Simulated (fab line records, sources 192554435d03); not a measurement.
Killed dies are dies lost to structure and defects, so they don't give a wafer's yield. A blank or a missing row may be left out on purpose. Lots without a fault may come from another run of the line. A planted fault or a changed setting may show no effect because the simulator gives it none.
Which tool did it? | flow n5_finfet | 15 lots, 44 wafers sampled, at 4 steps of a route of 1938

WHAT THE GAUGES READ, wafer by wafer
N5_SDB_CD_MEAS_11: target cd 50 nm.
lot  | measured    | on        | cd_nm (nm)
L926 | day 3 18:12 | cd_sem-03 | 48.1 51.3 51.2
L929 | day 4 15:50 | cd_sem-01 | 51.6 51.3 51.0
L931 | day 5 01:11 | cd_sem-03 | 50.6 52.0 50.7
L932 | day 5 05:37 | cd_sem-01 | 49.8 50.5 50.1
L933 | day 5 11:10 | cd_sem-02 | 49.9 49.5 47.9
L934 | day 5 18:19 | cd_sem-03 | 50.8 50.7 51.9
L935 | day 6 00:57 | cd_sem-01 | 52.1 50.9 54.0
L936 | day 6 09:25 | cd_sem-02 | 51.0 51.6
L945 | day 8 10:23 | cd_sem-02 | 49.2 49.6 49.4
L946 | day 8 15:59 | cd_sem-02 | 52.3 50.4 48.3
L948 | day 9 07:13 | cd_sem-01 | 50.7 51.1 52.9
L949 | day 9 11:46 | cd_sem-03 | 46.9 51.0 51.9

N5_BEOL_M4_RC_MEAS_101.
lot  | measured     | on        | DIBL_N (mV/V)  | DIBL_P (mV/V)  | IOFF_N (nA/um) | IOFF_P (nA/um) | ION_N (uA/um) | ION_P (uA/um) | SS_N (mV/dec)  | SS_P (mV/dec)  | VT_N (mV)   | VT_P (mV)
L926 | day 7 18:34  | prober-02 | 34.8 37.7 34.1 | 34.4 37.2 33.6 | 0.14 0.20 0.14 | 0.19 0.22 0.17 | 662 679 653   | 453 465 444   | 71.0 72.4 70.5 | 73.3 73.2 72.7 | 250 245 249 | -254 -251 -256
L929 | day 8 15:19  | prober-01 | 36.9 33.8 35.2 | 36.9 32.7 33.2 | 0.17 0.12 0.14 | 0.21 0.16 0.17 | 670 657 665   | 456 446 455   | 71.9 71.5 71.5 | 72.8 71.5 73.1 | 250 254 251 | -249 -253 -254
L931 | day 8 19:20  | prober-01 | 39.6 32.6 40.8 | 39.0 29.5 38.8 | 0.24 0.10 0.28 | 0.26 0.13 0.26 | 707 654 684   | 475 447 460   | 71.7 69.6 72.6 | 74.3 71.7 74.4 | 241 256 243 | -249 -256 -248
L932 | day 8 23:23  | prober-02 | 37.6 40.0 34.1 | 35.2 40.5 33.2 | 0.16 0.24 0.12 | 0.20 0.31 0.17 | 657 689 648   | 450 466 447   | 72.0 72.2 70.2 | 73.0 74.5 72.8 | 254 243 254 | -249 -243 -254
L933 | day 9 14:58  | prober-02 | 35.2 32.0 32.7 | 34.8 32.5 32.3 | 0.16 0.12 0.12 | 0.17 0.14 0.14 | 677 660 658   | 453 452 449   | 71.7 70.7 70.5 | 72.9 72.5 72.9 | 250 252 254 | -256 -254 -257
L934 | day 10 01:07 | prober-01 | 37.0 36.8 38.2 | 35.8 35.4 36.5 | 0.16 0.15 0.17 | 0.21 0.19 0.21 | 681 667 674   | 465 454 457   | 71.8 71.2 72.0 | 74.2 73.2 73.9 | 251 251 247 | -250 -254 -252
L935 | day 10 06:10 | prober-01 | 31.1 34.7 34.7 | 29.3 32.3 32.0 | 0.08 0.11 0.12 | 0.12 0.15 0.14 | 650 642 655   | 452 444 444   | 69.3 71.4 70.7 | 70.9 72.0 71.4 | 257 256 253 | -257 -253 -253
L936 | day 10 09:12 | prober-02 | 36.7 30.7      | 38.3 32.0      | 0.19 0.10      | 0.26 0.18      | 684 639       | 480 456       | 71.8 70.1      | 73.1 71.6      | 246 255     | -247 -248
L945 | day 12 16:28 | prober-01 | 36.5 38.0 37.2 | 36.7 36.8 38.1 | 0.16 0.18 0.17 | 0.22 0.21 0.25 | 681 690 676   | 465 461 468   | 70.9 71.8 72.1 | 73.4 73.0 73.2 | 250 250 250 | -249 -252 -249
L946 | day 12 19:54 | prober-01 | 34.3 35.8 37.4 | 34.8 37.5 40.5 | 0.13 0.15 0.21 | 0.19 0.22 0.29 | 667 654 692   | 460 457 473   | 71.5 71.7 72.7 | 73.0 73.7 74.5 | 253 251 243 | -252 -249 -244
L948 | day 13 12:14 | prober-02 | 35.0 34.7 32.9 | 35.1 34.8 32.7 | 0.13 0.15 0.10 | 0.19 0.19 0.16 | 655 681 656   | 452 468 455   | 71.1 71.2 71.0 | 72.8 73.5 72.0 | 255 251 259 | -252 -250 -254
L949 | day 13 12:32 | prober-01 | 35.2 39.7 33.6 | 33.5 39.0 33.2 | 0.12 0.20 0.11 | 0.16 0.25 0.16 | 668 673 664   | 458 457 462   | 71.1 73.0 70.8 | 73.0 74.5 72.2 | 254 249 253 | -252 -250 -254

WHICH TOOL RAN EACH LOT (tool, then ch and the chambers of the sampled wafers, then the start)
lot  | N5_SPACER0_ALD_07                | N5_ILD0_CMP_03
L926 | ald_sin-01 ch 1,3, day 2 22:53   | cmp-02 ch 0,1,3, day 3 14:03
L929 | ald_sin-03 ch 1,2, day 3 19:08   | cmp-02 ch 0,1,2, day 4 11:29
L931 | ald_sin-03 ch 1,2,3, day 4 07:35 | cmp-04 ch 0,2, day 4 20:58
L932 | ald_sin-03 ch 0,2,3, day 4 12:33 | cmp-02 ch 1,3, day 5 01:26
L933 | ald_sin-01 ch 0,1, day 4 18:04   | cmp-03 ch 0,2,3, day 5 06:59
L934 | ald_sin-01 ch 0,3, day 5 00:44   | cmp-02 ch 1,3, day 5 13:50
L935 | ald_sin-03 ch 0,2,3, day 5 06:43 | cmp-02 ch 0,2,3, day 5 20:20
L936 | ald_sin-03 ch 3, day 5 16:16     | cmp-04 ch 0,1, day 6 05:11
L939 | ald_sin-04 ch 0,1,2, day 6 10:13 | cmp-02 ch 0,1,2, day 6 23:10
L940 | ald_sin-03 ch 1,2,3, day 6 13:52 | cmp-03 ch 1,2, day 7 02:02
L941 | ald_sin-03 ch 1,2, day 6 18:43   | cmp-03 ch 0,2,3, day 7 10:42
L945 | ald_sin-01 ch 0,3, day 7 17:31   | cmp-04 ch 0,1, day 8 06:02
L946 | ald_sin-04 ch 0,1, day 7 22:57   | cmp-04 ch 0,2, day 8 11:20
L948 | ald_sin-01 ch 2,3, day 8 12:21   | cmp-02 ch 0,1,3, day 9 02:39
L949 | ald_sin-01 ch 0,1,2, day 8 17:32 | cmp-03 ch 1,2,3, day 9 07:30
- N5_SPACER0_ALD_07: deposits SiNx, target thk 2 nm.
- N5_ILD0_CMP_03: polishes, stops on SiNx, t overpolish 1.9 s, target thk 197.38 nm.

WHAT THE TOOLS THEMSELVES READ (means of the sampled wafers that have a number; where no wafer has one, the mark that the record gives instead)
N5_SPACER0_ALD_07.
lot  | tool       | heater_power_w (W)
L926 | ald_sin-01 | 813
L929 | ald_sin-03 | 772
L931 | ald_sin-03 | 818
L932 | ald_sin-03 | 849
L933 | ald_sin-01 | 723
L934 | ald_sin-01 | 735
L935 | ald_sin-03 | 845
L936 | ald_sin-03 | 910
L939 | ald_sin-04 | 838
L940 | ald_sin-03 | 830
L941 | ald_sin-03 | 808
L945 | ald_sin-01 | 728
L946 | ald_sin-04 | 821
L948 | ald_sin-01 | 802
L949 | ald_sin-01 | 780

N5_ILD0_CMP_03.
lot  | tool   | edge_zone_pressure_frac | head_pressure_psi (psi) | motor_current_A (A) | overpolish_run_s (s) | retaining_ring_pressure_frac | time_to_endpoint_s (s)
L926 | cmp-02 | 1.001                   | 4.144                   | 12.3                | 1.900                | 0.996                        | 71
L929 | cmp-02 | 1.004                   | 4.157                   | 12.0                | 1.900                | 0.997                        | 66
L931 | cmp-04 | 1.006                   | 4.160                   | 14.1                | 1.903                | 1.004                        | 75
L932 | cmp-02 | 1.000                   | 4.154                   | 12.5                | 1.905                | 1.001                        | 73
L933 | cmp-03 | 1.006                   | 4.153                   | 12.6                | 1.898                | 0.999                        | 65
L934 | cmp-02 | 1.005                   | 4.154                   | 12.4                | 1.910                | 1.003                        | 70
L935 | cmp-02 | 1.005                   | 4.148                   | 12.0                | 1.896                | 1.004                        | 70
L936 | cmp-04 | 0.996                   | 4.155                   | 12.2                | 1.892                | 1.000                        | 74
L939 | cmp-02 | -                       | -                       | -                   | -                    | -                            | -
L940 | cmp-03 | -                       | -                       | -                   | -                    | -                            | -
L941 | cmp-03 | -                       | -                       | -                   | -                    | -                            | -
L945 | cmp-04 | 1.002                   | 4.145                   | 12.7                | 1.901                | 1.002                        | 68
L946 | cmp-04 | 1.001                   | 4.155                   | 13.7                | 1.894                | 0.997                        | 68
L948 | cmp-02 | 1.001                   | 4.141                   | 11.8                | 1.900                | 0.994                        | 72
L949 | cmp-03 | 1.004                   | 4.153                   | 12.8                | 1.902                | 1.003                        | 64

THE ANSWER, worked out from the rows above alone
Rule: what is usual is taken from the lots themselves. Put in order of their means at a reading, lots are off if they are a third of the lots or fewer, leave a main group of 4 or more, and stand apart from it by a gap of 3 or more times the standard deviation of the main group's means; of several such gaps the widest counts. A main group whose means are all the same, to the digits that the tables above print for the reading, isn't used. A lot without any number at a reading at which 4 lots or more have one is off too. The other lots that the step has rows for count as sound. The gauges are gone through in route order, then the tools' own readings, and for those a lot's mean is taken as printed above. The first step at which some lot is off is used, and at that step the reading that is off furthest; a lot without a number counts as furthest.
Off: L939, L940, L941, at N5_ILD0_CMP_03 (edge_zone_pressure_frac). Without a number there: L939, L940, L941. The main group: mean 1.003, standard deviation 0.0028.
A tool fits if, at that step or a process step before it, it ran every lot that is off, and no sound lot after the first of them. None of those tried fits.

WHAT THE SIMULATOR HAD PUT IN
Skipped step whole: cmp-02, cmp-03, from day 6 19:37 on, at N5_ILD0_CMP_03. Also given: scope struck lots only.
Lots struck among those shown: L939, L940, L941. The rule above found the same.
